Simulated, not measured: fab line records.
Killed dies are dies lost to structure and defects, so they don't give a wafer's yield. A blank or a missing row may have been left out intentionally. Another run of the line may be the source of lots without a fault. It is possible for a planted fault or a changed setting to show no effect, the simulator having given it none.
Which tool was responsible? || flow n5Finfet || 10 lots, 30 wafers sampled, at 5 steps of a route of 1938

## WHAT EACH GAUGE READ, for each wafer
N5_BEOL_M4_CD_MEAS_11 targets a cd of 16.79 nm. Usual: cdNm reads 16.82 nm (standard deviation 0.24).
{"lot": "L813", "measured": "day 7 19:18", "on": "cdSem-01", "cdNm (nm)": "16.63 16.87 17.03", "flag": ""}
{"lot": "L814", "measured": "day 8 04:35", "on": "cdSem-02", "cdNm (nm)": "17.01 16.86 17.11", "flag": ""}
{"lot": "L815", "measured": "day 8 08:50", "on": "cdSem-01", "cdNm (nm)": "16.87 17.18 16.81", "flag": ""}
{"lot": "L823", "measured": "day 10 14:26", "on": "cdSem-02", "cdNm (nm)": "16.52 16.59 16.61", "flag": ""}
{"lot": "L824", "measured": "day 10 16:46", "on": "cdSem-01", "cdNm (nm)": "16.92 17.00 17.00", "flag": ""}
{"lot": "L826", "measured": "day 11 03:59", "on": "cdSem-02", "cdNm (nm)": "16.93 17.01 17.01", "flag": ""}
{"lot": "L825", "measured": "day 11 04:12", "on": "cdSem-01", "cdNm (nm)": "16.94 16.75 16.96", "flag": ""}
{"lot": "L828", "measured": "day 11 15:25", "on": "cdSem-01", "cdNm (nm)": "16.57 17.15 16.66", "flag": ""}
{"lot": "L827", "measured": "day 11 22:17", "on": "cdSem-02", "cdNm (nm)": "16.65 17.12 16.86", "flag": ""}
{"lot": "L832", "measured": "day 13 00:27", "on": "cdSem-01", "cdNm (nm)": "16.99 16.80 17.18", "flag": ""}

N5_BEOL_M4_RC_MEAS_101. Usual: DIBL_N 36.4 mV/V, standard deviation 1.4; DIBL_P 36.3 mV/V, standard deviation 1.5; IOFF_N 0.162 nA/um, standard deviation 0.023; IOFF_P 0.211 nA/um, standard deviation 0.027; ION_N 676 uA/um, standard deviation 9.7; ION_P 463 uA/um, standard deviation 6.4; SS_N 71.5 mV/dec, standard deviation 0.5; SS_P 73.3 mV/dec, standard deviation 0.6; VT_N 249.3 mV, standard deviation 2.5; VT_P -249.9 mV, standard deviation 2.8.
{"lot": "L813", "measured": "day 8 05:42", "on": "prober-02", "DIBL_N (mV/V)": "36.4 37.6 36.8", "DIBL_P (mV/V)": "35.9 36.8 35.5", "IOFF_N (nA/um)": "0.157 0.184 0.168", "IOFF_P (nA/um)": "0.212 0.222 0.214", "ION_N (uA/um)": "680 685 683", "ION_P (uA/um)": "470 468 468", "SS_N (mV/dec)": "70.9 71.6 71.6", "SS_P (mV/dec)": "73.2 73.4 72.8", "VT_N (mV)": "248.7 247.1 247.9", "VT_P (mV)": "-249.4 -247.8 -248.2", "flag": ""}
{"lot": "L814", "measured": "day 8 12:34", "on": "prober-02", "DIBL_N (mV/V)": "36.4 36.8 34.2", "DIBL_P (mV/V)": "36.6 37.2 34.2", "IOFF_N (nA/um)": "0.157 0.168 0.123", "IOFF_P (nA/um)": "0.228 0.234 0.191", "ION_N (uA/um)": "673 667 664", "ION_P (uA/um)": "465 463 456", "SS_N (mV/dec)": "71.7 72.5 71.4", "SS_P (mV/dec)": "73.9 74.0 72.8", "VT_N (mV)": "252.4 250.6 254.9", "VT_P (mV)": "-249.1 -248.0 -250.8", "flag": ""}
{"lot": "L815", "measured": "day 8 16:02", "on": "prober-01", "DIBL_N (mV/V)": "35.9 39.0 37.4", "DIBL_P (mV/V)": "37.0 40.1 38.5", "IOFF_N (nA/um)": "0.152 0.200 0.177", "IOFF_P (nA/um)": "0.193 0.232 0.216", "ION_N (uA/um)": "684 688 687", "ION_P (uA/um)": "469 461 460", "SS_N (mV/dec)": "71.6 72.1 71.7", "SS_P (mV/dec)": "73.0 74.7 73.4", "VT_N (mV)": "251.4 246.1 248.7", "VT_P (mV)": "-254.5 -250.3 -253.0", "flag": ""}
{"lot": "L823", "measured": "day 10 21:04", "on": "prober-02", "DIBL_N (mV/V)": "37.0 37.2 37.8", "DIBL_P (mV/V)": "36.7 38.1 37.9", "IOFF_N (nA/um)": "0.177 0.190 0.192", "IOFF_P (nA/um)": "0.185 0.202 0.205", "ION_N (uA/um)": "682 687 686", "ION_P (uA/um)": "456 458 459", "SS_N (mV/dec)": "71.9 71.6 71.6", "SS_P (mV/dec)": "73.0 74.1 73.4", "VT_N (mV)": "247.8 247.5 244.2", "VT_P (mV)": "-255.2 -252.1 -253.5", "flag": ""}
{"lot": "L824", "measured": "day 11 01:06", "on": "prober-02", "DIBL_N (mV/V)": "38.3 36.5 37.7", "DIBL_P (mV/V)": "37.4 35.2 36.0", "IOFF_N (nA/um)": "0.166 0.143 0.160", "IOFF_P (nA/um)": "0.247 0.202 0.222", "ION_N (uA/um)": "669 679 670", "ION_P (uA/um)": "462 467 455", "SS_N (mV/dec)": "71.2 71.3 71.3", "SS_P (mV/dec)": "73.4 73.2 72.9", "VT_N (mV)": "248.3 247.4 249.1", "VT_P (mV)": "-245.2 -248.1 -247.1", "flag": ""}
{"lot": "L826", "measured": "day 11 14:55", "on": "prober-01", "DIBL_N (mV/V)": "35.0 35.0 35.4", "DIBL_P (mV/V)": "35.2 35.0 35.9", "IOFF_N (nA/um)": "0.154 0.155 0.172", "IOFF_P (nA/um)": "0.215 0.213 0.230", "ION_N (uA/um)": "688 680 681", "ION_P (uA/um)": "472 469 466", "SS_N (mV/dec)": "71.2 70.3 71.2", "SS_P (mV/dec)": "74.1 73.4 73.5", "VT_N (mV)": "246.0 250.0 244.4", "VT_P (mV)": "-248.1 -248.0 -247.5", "flag": ""}
{"lot": "L825", "measured": "day 11 18:20", "on": "prober-01", "DIBL_N (mV/V)": "34.3 34.6 35.2", "DIBL_P (mV/V)": "35.4 35.9 36.9", "IOFF_N (nA/um)": "0.136 0.147 0.150", "IOFF_P (nA/um)": "0.184 0.193 0.198", "ION_N (uA/um)": "668 677 685", "ION_P (uA/um)": "454 472 471", "SS_N (mV/dec)": "71.1 70.8 72.1", "SS_P (mV/dec)": "73.6 74.0 73.9", "VT_N (mV)": "251.5 252.0 250.6", "VT_P (mV)": "-252.0 -252.7 -252.0", "flag": ""}
{"lot": "L828", "measured": "day 11 22:46", "on": "prober-02", "DIBL_N (mV/V)": "34.5 36.7 37.1", "DIBL_P (mV/V)": "34.5 37.4 37.9", "IOFF_N (nA/um)": "0.114 0.153 0.167", "IOFF_P (nA/um)": "0.160 0.189 0.222", "ION_N (uA/um)": "675 671 683", "ION_P (uA/um)": "458 455 460", "SS_N (mV/dec)": "70.7 71.2 71.2", "SS_P (mV/dec)": "72.1 73.1 73.3", "VT_N (mV)": "257.0 250.9 250.9", "VT_P (mV)": "-254.2 -253.6 -250.4", "flag": ""}
{"lot": "L827", "measured": "day 12 08:04", "on": "prober-02", "DIBL_N (mV/V)": "36.4 38.5 36.7", "DIBL_P (mV/V)": "35.6 38.1 36.1", "IOFF_N (nA/um)": "0.141 0.177 0.150", "IOFF_P (nA/um)": "0.203 0.247 0.213", "ION_N (uA/um)": "683 692 676", "ION_P (uA/um)": "470 472 467", "SS_N (mV/dec)": "71.8 71.7 72.1", "SS_P (mV/dec)": "73.0 73.6 72.8", "VT_N (mV)": "250.3 246.2 248.3", "VT_P (mV)": "-251.5 -246.2 -247.7", "flag": ""}
{"lot": "L832", "measured": "day 13 06:31", "on": "prober-01", "DIBL_N (mV/V)": "37.0 37.3 36.8", "DIBL_P (mV/V)": "36.4 36.7 36.8", "IOFF_N (nA/um)": "0.156 0.175 0.174", "IOFF_P (nA/um)": "0.200 0.210 0.204", "ION_N (uA/um)": "667 675 687", "ION_P (uA/um)": "459 459 470", "SS_N (mV/dec)": "72.0 71.3 71.8", "SS_P (mV/dec)": "74.1 74.1 74.6", "VT_N (mV)": "250.4 249.3 245.5", "VT_P (mV)": "-252.9 -251.6 -251.3", "flag": ""}

## EACH LOT AND THE TOOL THAT RAN IT (in order: tool; ch and the chambers of the sampled wafers; start)
{"lot": "L813", "N5_BEOL_M3_CMP_52": "cmp-03 ch 0,1,2, day 7 16:32", "N5_BEOL_M3_PRE_CLEAN_60": "cvdCo-01 ch 0,2, day 7 16:47", "N5_BEOL_M4_COAT_05": "lithoTrack-05 ch 0, day 7 19:02"}
{"lot": "L814", "N5_BEOL_M3_CMP_52": "cmp-04 ch 1,2,3, day 8 03:07", "N5_BEOL_M3_PRE_CLEAN_60": "cvdCo-02 ch 0,1, day 8 03:28", "N5_BEOL_M4_COAT_05": "lithoTrack-05 ch 0, day 8 04:20"}
{"lot": "L815", "N5_BEOL_M3_CMP_52": "cmp-04 ch 0,1,3, day 8 06:34", "N5_BEOL_M3_PRE_CLEAN_60": "cvdCo-02 ch 1,2, day 8 06:53", "N5_BEOL_M4_COAT_05": "lithoTrack-03 ch 0, day 8 08:33"}
{"lot": "L823", "N5_BEOL_M3_CMP_52": "cmp-04 ch 0,1,3, day 10 13:13", "N5_BEOL_M3_PRE_CLEAN_60": "cvdCo-01 ch 0,1,2, day 10 13:30", "N5_BEOL_M4_COAT_05": "lithoTrack-03 ch 0, day 10 14:10"}
{"lot": "L824", "N5_BEOL_M3_CMP_52": "cmp-04 ch 1,2,3, day 10 14:10", "N5_BEOL_M3_PRE_CLEAN_60": "cvdCo-02 ch 0,1, day 10 14:28", "N5_BEOL_M4_COAT_05": "lithoTrack-03 ch 0, day 10 16:31"}
{"lot": "L826", "N5_BEOL_M3_CMP_52": "cmp-04 ch 0,1,3, day 11 02:24", "N5_BEOL_M3_PRE_CLEAN_60": "cvdCo-01 ch 1,2, day 11 02:37", "N5_BEOL_M4_COAT_05": "lithoTrack-03 ch 0, day 11 03:43"}
{"lot": "L825", "N5_BEOL_M3_CMP_52": "cmp-01 ch 1,2,3, day 11 02:29", "N5_BEOL_M3_PRE_CLEAN_60": "cvdCo-01 ch 1,2, day 11 02:47", "N5_BEOL_M4_COAT_05": "lithoTrack-01 ch 0, day 11 03:49"}
{"lot": "L828", "N5_BEOL_M3_CMP_52": "cmp-01 ch 0,2,3, day 11 13:29", "N5_BEOL_M3_PRE_CLEAN_60": "cvdCo-02 ch 0,1,2, day 11 13:44", "N5_BEOL_M4_COAT_05": "lithoTrack-05 ch 0, day 11 14:50"}
{"lot": "L827", "N5_BEOL_M3_CMP_52": "cmp-01 ch 1,2, day 11 20:23", "N5_BEOL_M3_PRE_CLEAN_60": "cvdCo-02 ch 1,2, day 11 20:41", "N5_BEOL_M4_COAT_05": "lithoTrack-03 ch 0, day 11 22:01"}
{"lot": "L832", "N5_BEOL_M3_CMP_52": "cmp-03 ch 0,2,3, day 12 22:40", "N5_BEOL_M3_PRE_CLEAN_60": "cvdCo-02 ch 0,1,2, day 12 23:00", "N5_BEOL_M4_COAT_05": "lithoTrack-01 ch 0, day 13 00:11"}
- N5_BEOL_M3_CMP_52: polishes, stops on SiOC, t overpolish 6.8 s, target thk 40 nm.
- N5_BEOL_M3_PRE_CLEAN_60: time 15 s.
- N5_BEOL_M4_COAT_05: resist thk 30 nm.

## WHAT THE TOOLS THEMSELVES READ (means of the sampled wafers that have a number; where no wafer has one, the mark that the record gives instead)
N5_BEOL_M3_CMP_52. Usual: barrierFieldEndpointS 24.8 s, standard deviation 0.55; motorCurrentA 6.0 A, standard deviation 0.38; overpolishRunS 6.801 s, standard deviation 0.0091; retainingRingPressureFrac 1.001, standard deviation 0.0051; timeToEndpointS 62.6 s, standard deviation 2.8.
{"lot": "L813", "tool": "cmp-03", "barrierFieldEndpointS (s)": 25.2, "motorCurrentA (A)": 5.9, "overpolishRunS (s)": 6.803, "retainingRingPressureFrac": 1.004, "timeToEndpointS (s)": 64.5, "flag": ""}
{"lot": "L814", "tool": "cmp-04", "barrierFieldEndpointS (s)": 26.2, "motorCurrentA (A)": 6.2, "overpolishRunS (s)": 6.805, "retainingRingPressureFrac": 0.998, "timeToEndpointS (s)": 66.2, "flag": ""}
{"lot": "L815", "tool": "cmp-04", "barrierFieldEndpointS (s)": 24.5, "motorCurrentA (A)": 6.0, "overpolishRunS (s)": 6.799, "retainingRingPressureFrac": 1.004, "timeToEndpointS (s)": 65.2, "flag": ""}
{"lot": "L823", "tool": "cmp-04", "barrierFieldEndpointS (s)": 24.9, "motorCurrentA (A)": 6.0, "overpolishRunS (s)": 6.802, "retainingRingPressureFrac": 1.000, "timeToEndpointS (s)": 64.9, "flag": ""}
{"lot": "L824", "tool": "cmp-04", "barrierFieldEndpointS (s)": 25.0, "motorCurrentA (A)": 6.4, "overpolishRunS (s)": 6.796, "retainingRingPressureFrac": 1.000, "timeToEndpointS (s)": 64.9, "flag": ""}
{"lot": "L826", "tool": "cmp-04", "barrierFieldEndpointS (s)": 25.1, "motorCurrentA (A)": 6.1, "overpolishRunS (s)": 6.800, "retainingRingPressureFrac": 1.004, "timeToEndpointS (s)": 64.8, "flag": ""}
{"lot": "L825", "tool": "cmp-01", "barrierFieldEndpointS (s)": 24.5, "motorCurrentA (A)": 5.8, "overpolishRunS (s)": 6.794, "retainingRingPressureFrac": 1.001, "timeToEndpointS (s)": 59.5, "flag": ""}
{"lot": "L828", "tool": "cmp-01", "barrierFieldEndpointS (s)": 25.2, "motorCurrentA (A)": 5.6, "overpolishRunS (s)": 6.798, "retainingRingPressureFrac": 0.994, "timeToEndpointS (s)": 65.6, "flag": ""}
{"lot": "L827", "tool": "cmp-01", "barrierFieldEndpointS (s)": 24.6, "motorCurrentA (A)": 5.8, "overpolishRunS (s)": 6.799, "retainingRingPressureFrac": 1.001, "timeToEndpointS (s)": 63.2, "flag": ""}
{"lot": "L832", "tool": "cmp-03", "barrierFieldEndpointS (s)": 24.4, "motorCurrentA (A)": 6.0, "overpolishRunS (s)": 6.801, "retainingRingPressureFrac": 0.999, "timeToEndpointS (s)": 61.4, "flag": ""}

N5_BEOL_M3_PRE_CLEAN_60. Usual: heaterPowerW reads 84 W (standard deviation 20).
{"lot": "L813", "tool": "cvdCo-01", "heaterPowerW (W)": 71, "flag": ""}
{"lot": "L814", "tool": "cvdCo-02", "heaterPowerW (W)": 78, "flag": ""}
{"lot": "L815", "tool": "cvdCo-02", "heaterPowerW (W)": 115, "flag": ""}
{"lot": "L823", "tool": "cvdCo-01", "heaterPowerW (W)": 78, "flag": ""}
{"lot": "L824", "tool": "cvdCo-02", "heaterPowerW (W)": 78, "flag": ""}
{"lot": "L826", "tool": "cvdCo-01", "heaterPowerW (W)": 82, "flag": ""}
{"lot": "L825", "tool": "cvdCo-01", "heaterPowerW (W)": 82, "flag": ""}
{"lot": "L828", "tool": "cvdCo-02", "heaterPowerW (W)": 94, "flag": ""}
{"lot": "L827", "tool": "cvdCo-02", "heaterPowerW (W)": 117, "flag": ""}
{"lot": "L832", "tool": "cvdCo-02", "heaterPowerW (W)": 95, "flag": ""}

N5_BEOL_M4_COAT_05. Usual: resistLineTempC 22.99 C, standard deviation 0.1; spinSpeedRpm 1499.8 rpm, standard deviation 0.87.
{"lot": "L813", "tool": "lithoTrack-05", "resistLineTempC (C)": 23.06, "spinSpeedRpm (rpm)": 1499.7, "flag": ""}
{"lot": "L814", "tool": "lithoTrack-05", "resistLineTempC (C)": 22.94, "spinSpeedRpm (rpm)": 1499.8, "flag": ""}
{"lot": "L815", "tool": "lithoTrack-03", "resistLineTempC (C)": 22.93, "spinSpeedRpm (rpm)": 1500.0, "flag": ""}
{"lot": "L823", "tool": "lithoTrack-03", "resistLineTempC (C)": 22.91, "spinSpeedRpm (rpm)": 1499.7, "flag": ""}
{"lot": "L824", "tool": "lithoTrack-03", "resistLineTempC (C)": 22.95, "spinSpeedRpm (rpm)": 1816.7, "flag": "OFF"}
{"lot": "L826", "tool": "lithoTrack-03", "resistLineTempC (C)": 23.20, "spinSpeedRpm (rpm)": 1815.9, "flag": "OFF"}
{"lot": "L825", "tool": "lithoTrack-01", "resistLineTempC (C)": 22.95, "spinSpeedRpm (rpm)": 1499.3, "flag": ""}
{"lot": "L828", "tool": "lithoTrack-05", "resistLineTempC (C)": 23.08, "spinSpeedRpm (rpm)": 1500.2, "flag": ""}
{"lot": "L827", "tool": "lithoTrack-03", "resistLineTempC (C)": 23.11, "spinSpeedRpm (rpm)": 1814.7, "flag": "OFF"}
{"lot": "L832", "tool": "lithoTrack-01", "resistLineTempC (C)": 22.91, "spinSpeedRpm (rpm)": 1499.9, "flag": ""}

## THE ANSWER, worked out from the rows above alone
Rule: lot off if the mean of its wafers having a number is beyond 3 standard deviations from the usual mean. A lot without any number at a reading at which 4 lots or more have one is off too. All remaining lots with rows at the step are treated as sound. The gauges are gone through in route order, then the tools' own readings, and for those a lot's mean is taken as printed above. At the first step where some lot is off, the reading lying furthest off is the one used; lots without a number count as furthest.
Off, at N5_BEOL_M4_COAT_05 on spinSpeedRpm: L824, L826, L827.
A tool fits if, at that step or a process step before it, it ran every lot that is off, and no sound lot after the first of them. One fits: N5_BEOL_M4_COAT_05 on lithoTrack-03. Its last sound lot is L823 (day 10 14:10), its first lot that is off L824 (day 10 16:31): a fault that began between those two fits.
On the lots that are off, the tool's own readings at N5_BEOL_M4_COAT_05 differ by more than 5 times the standard deviation of the sound lots' means, which bears it out; spinSpeedRpm reads 1815.8 rpm there versus 1499.8 rpm on the sound lots.

## WHAT THE SIMULATOR HAD PUT IN
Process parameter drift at N5_BEOL_M4_COAT_05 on lithoTrack-03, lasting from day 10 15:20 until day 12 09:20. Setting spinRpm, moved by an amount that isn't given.
Struck lots among those shown: L824, L826, L827. The rule given above showed the same thing.
